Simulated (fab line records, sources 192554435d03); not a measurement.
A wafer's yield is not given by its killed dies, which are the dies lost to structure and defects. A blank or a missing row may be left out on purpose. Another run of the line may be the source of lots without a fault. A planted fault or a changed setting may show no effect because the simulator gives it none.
Which tool is to blame? ; flow n5_finfet ; 8 lots, 24 wafers sampled, at 6 steps of a route of 1938

## WHAT THE GAUGES READ, wafer by wafer
N5_BEOL_M3_OCD_MEAS_38.
lot;measured;on;trench_depth_nm (nm)
L116;day 7 11:11;ocd-02;54.6 52.9 55.7
L119;day 7 23:45;ocd-02;55.5 55.1 55.7
L120;day 8 07:51;ocd-02;53.5 53.2 53.1
L122;day 9 13:29;ocd-02;54.8 55.5 55.0
L129;day 12 10:09;ocd-02;61.9 61.4 58.7
L132;day 12 14:39;ocd-02;59.6 60.8 58.0
L137;day 12 19:55;ocd-02;55.2 55.4 54.8
L138;day 13 19:48;ocd-02;54.6 52.8 54.9

N5_BEOL_M4_RC_MEAS_101.
lot;measured;on;DIBL_N (mV/V);DIBL_P (mV/V);IOFF_N (nA/um);IOFF_P (nA/um);ION_N (uA/um);ION_P (uA/um);SS_N (mV/dec);SS_P (mV/dec);VT_N (mV);VT_P (mV)
L116;day 8 03:04;prober-01;35.5 35.7 34.9;35.7 35.9 34.7;0.15 0.15 0.13;0.20 0.21 0.19;662 661 655;458 459 450;71.6 71.4 71.9;73.3 72.8 72.6;250 254 251;-251 -251 -251
L119;day 8 23:09;prober-02;36.8 35.0 36.5;38.7 37.0 38.6;0.17 0.15 0.16;0.20 0.18 0.21;675 675 675;453 458 453;71.6 70.9 71.7;73.8 73.1 73.9;250 253 253;-254 -255 -252
L120;day 9 05:11;prober-02;35.9 39.3 35.9;34.6 38.7 34.3;0.14 0.22 0.15;0.17 0.23 0.16;657 689 672;444 463 452;71.6 73.1 72.0;73.7 74.5 73.3;255 247 251;-256 -251 -256
L122;day 10 03:58;prober-02;31.6 33.2 33.5;31.6 33.4 34.0;0.11 0.13 0.14;0.16 0.18 0.20;650 660 668;451 457 458;71.4 70.7 71.6;72.7 72.2 73.1;258 252 251;-253 -251 -248
L129;day 13 00:21;prober-01;40.2 37.9 37.9;39.4 37.2 36.3;0.22 0.17 0.16;0.27 0.22 0.21;683 667 667;469 463 457;72.0 71.9 71.3;74.3 74.1 74.1;245 249 251;-246 -249 -251
L132;day 13 05:17;prober-02;39.6 39.0 37.7;39.7 39.1 38.0;0.21 0.19 0.17;0.25 0.24 0.22;684 676 674;467 463 470;72.5 72.7 72.5;73.8 73.7 73.3;244 249 251;-249 -249 -251
L137;day 14 01:46;prober-02;36.8 33.8 34.3;36.2 32.4 33.0;0.16 0.12 0.13;0.20 0.15 0.16;676 666 672;458 460 459;71.6 70.9 70.7;74.0 72.0 72.4;251 255 253;-249 -256 -252
L138;day 14 14:23;prober-01;36.8 37.2 36.1;37.1 37.9 36.1;0.19 0.20 0.18;0.22 0.24 0.21;680 679 684;459 459 462;71.8 72.0 72.0;73.0 73.4 72.6;248 246 245;-249 -248 -251

## WHICH TOOL RAN EACH LOT (tool, then ch and the chambers of the sampled wafers, then the start)
lot;N5_BEOL_M3_ALD_98;N5_BEOL_M3_VIA_ETCH_34;N5_BEOL_M3_TRENCH_ETCH_37;N5_BEOL_M3_STRIP_97
L116;ald_sin-01 ch 0,1, day 7 07:45;rie_diel-01 ch 0,2,3, day 7 10:55;rie_diel-01 ch 0,2,3, day 7 11:01;rie_diel-01 ch 0,2,3, day 7 11:11 or earlier
L119;ald_sin-03 ch 0,1,3, day 7 22:58;rie_diel-04 ch 1,2, day 7 23:30;rie_diel-04 ch 1,2, day 7 23:36;rie_diel-04 ch 1,2, day 7 23:45 or earlier
L120;ald_sin-02 ch 1,2,3, day 8 04:31;rie_diel-01 ch 1,2,3, day 8 07:35;rie_diel-01 ch 1,2,3, day 8 07:41;rie_diel-01 ch 1,2,3, day 8 07:51 or earlier
L122;ald_sin-03 ch 0,1,2, day 9 06:26;rie_diel-03 ch 1,2, day 9 13:14;rie_diel-03 ch 1,2, day 9 13:20;rie_diel-03 ch 1,2, day 9 13:29 or earlier
L129;ald_sin-03 ch 1,2, day 12 04:33;rie_diel-01 ch 0,1, day 12 09:53;rie_diel-01 ch 0,1, day 12 09:59;rie_diel-01 ch 0,1, day 12 10:09 or earlier
L132;ald_sin-03 ch 0,2,3, day 12 11:14;rie_diel-01 ch 0,1,3, day 12 14:24;rie_diel-01 ch 0,1,3, day 12 14:30;rie_diel-01 ch 0,1,3, day 12 14:39 or earlier
L137;ald_sin-01 ch 0,1,2, day 12 17:29;rie_diel-04 ch 1,3, day 12 19:40;rie_diel-04 ch 1,3, day 12 19:46;rie_diel-04 ch 1,3, day 12 19:55 or earlier
L138;ald_sin-02 ch 0,3, day 13 13:14;rie_diel-03 ch 0,1,2, day 13 19:32;rie_diel-03 ch 0,1,2, day 13 19:38;rie_diel-03 ch 0,1,2, day 13 19:48 or earlier
- N5_BEOL_M3_ALD_98: deposits SiO2, target thk 2.5 nm, pulse time 1 s, co reactant pulse time 1 s.
- N5_BEOL_M3_VIA_ETCH_34: etches the open film in C4F6/O2, target depth 69.4 nm, time 65.9 s.
- N5_BEOL_M3_TRENCH_ETCH_37: etches SiOC in C4F6/O2, target depth 55.555 nm, time 29.2 s.
- N5_BEOL_M3_STRIP_97: strips in N2/H2, time 10 s.

## AS READ BY THE TOOLS THEMSELVES (means over the sampled wafers that have a number; for cases with no such wafer, the mark the record gives instead)
N5_BEOL_M3_ALD_98.
lot;tool;heater_power_w (W);precursor_pulse_height_rel
L116;ald_sin-01;74;0.997
L119;ald_sin-03;72;1.002
L120;ald_sin-02;72;0.984
L122;ald_sin-03;75;0.983
L129;ald_sin-03;76;0.988
L132;ald_sin-03;77;1.010
L137;ald_sin-01;82;1.012
L138;ald_sin-02;76;0.988

N5_BEOL_M3_VIA_ETCH_34.
lot;tool;drypump_motor_current_A (A);oes_f_703_au (a.u.);oes_o_777_au (a.u.);oes_product_au (a.u.);rf_fwd_power_W (W);rf_vpp_V (V);showerhead_plenum_p_Torr (Torr);throttle_valve_pct (%)
L116;rie_diel-01;5.8;0.80;0.80;0.80;347.6;663;2.84;30.73
L119;rie_diel-04;5.3;0.79;0.80;0.80;348.0;677;2.90;30.49
L120;rie_diel-01;5.5;0.76;0.75;0.76;346.9;667;2.78;30.66
L122;rie_diel-03;5.7;0.81;0.81;0.80;347.6;648;2.83;30.32
L129;rie_diel-01;5.4;0.75;0.75;0.75;346.6;668;2.81;30.83
L132;rie_diel-01;5.6;0.77;0.77;0.77;346.6;663;2.78;30.79
L137;rie_diel-04;6.1;0.75;0.76;0.77;345.6;682;2.81;30.63
L138;rie_diel-03;6.1;0.77;0.77;0.75;346.9;649;2.80;30.39

N5_BEOL_M3_TRENCH_ETCH_37.
lot;tool;drypump_motor_current_A (A);oes_f_703_au (a.u.);oes_o_777_au (a.u.);oes_product_au (a.u.);rf_fwd_power_W (W);rf_vpp_V (V);showerhead_plenum_p_Torr (Torr);throttle_valve_pct (%)
L116;rie_diel-01;5.7;0.80;0.81;0.80;350.6;665;2.85;20.79
L119;rie_diel-04;5.3;0.79;0.80;0.80;350.4;677;2.90;20.61
L120;rie_diel-01;5.5;0.76;0.75;0.76;348.4;667;2.79;20.76
L122;rie_diel-03;5.8;0.81;0.81;0.81;349.2;648;2.83;20.55
L129;rie_diel-01;5.4;0.96;0.95;0.79;435.9;599;2.81;21.00
L132;rie_diel-01;5.6;0.98;0.97;0.80;435.0;595;2.79;20.94
L137;rie_diel-04;6.1;0.75;0.75;0.77;346.2;682;2.82;20.75
L138;rie_diel-03;6.1;0.77;0.77;0.76;350.0;650;2.81;20.64

N5_BEOL_M3_STRIP_97.
lot;tool;drypump_motor_current_A (A);oes_product_au (a.u.);rf_vpp_V (V);showerhead_plenum_p_Torr (Torr);throttle_valve_pct (%)
L116;rie_diel-01;5.7;0.80;58.7;2.53;23.47
L119;rie_diel-04;5.3;0.80;58.8;2.60;23.45
L120;rie_diel-01;5.5;0.76;58.7;2.48;23.55
L122;rie_diel-03;5.7;0.81;59.1;2.52;23.17
L129;rie_diel-01;5.4;0.75;58.8;2.49;23.55
L132;rie_diel-01;5.6;0.77;58.6;2.47;23.61
L137;rie_diel-04;6.0;0.78;59.4;2.52;23.69
L138;rie_diel-03;6.1;0.77;59.4;2.50;23.42

## THE ANSWER, worked out from the rows above alone
Rule: the lots themselves supply what counts as usual. Put in order of their means at a reading, lots are off if they are a third of the lots or fewer, leave a main group of 4 or more, and stand apart from it by a gap of 3 or more times the standard deviation of the main group's means; of several such gaps the widest counts. A main group is skipped when, at the precision printed for the reading in the tables above, its means are all equal. A lot without any number at a reading at which 4 lots or more have one is off too. Where the step has rows for the other lots, those lots are counted as sound. The gauges are gone through in route order, then the tools' own readings, and for those a lot's mean is taken as printed above. The first step at which some lot is off is used, and at that step the reading that is off furthest; a lot without a number counts as furthest.
Off: L129, L132 (N5_BEOL_M3_OCD_MEAS_38, trench_depth_nm). For the main group the mean is 54.6 nm and the standard deviation 0.74.
A tool fits if, at a process step before that reading, it ran every lot that is off, and no sound lot after the first of them. The gauges at N5_BEOL_M3_OCD_MEAS_38 aren't tried: what is off there is off at N5_BEOL_M3_TRENCH_ETCH_37 too, on other tools, and a gauge's error can't cause that. Because N5_BEOL_M3_STRIP_97 lacks a start for some lots, the hours and order of its lots are taken from N5_BEOL_M3_OCD_MEAS_38. Undecided on this evidence; 2 tools fit (ald_sin-03 at N5_BEOL_M3_ALD_98, rie_diel-01 at N5_BEOL_M3_VIA_ETCH_34 and N5_BEOL_M3_TRENCH_ETCH_37 and N5_BEOL_M3_STRIP_97).

## WHAT THE SIMULATOR PUT IN
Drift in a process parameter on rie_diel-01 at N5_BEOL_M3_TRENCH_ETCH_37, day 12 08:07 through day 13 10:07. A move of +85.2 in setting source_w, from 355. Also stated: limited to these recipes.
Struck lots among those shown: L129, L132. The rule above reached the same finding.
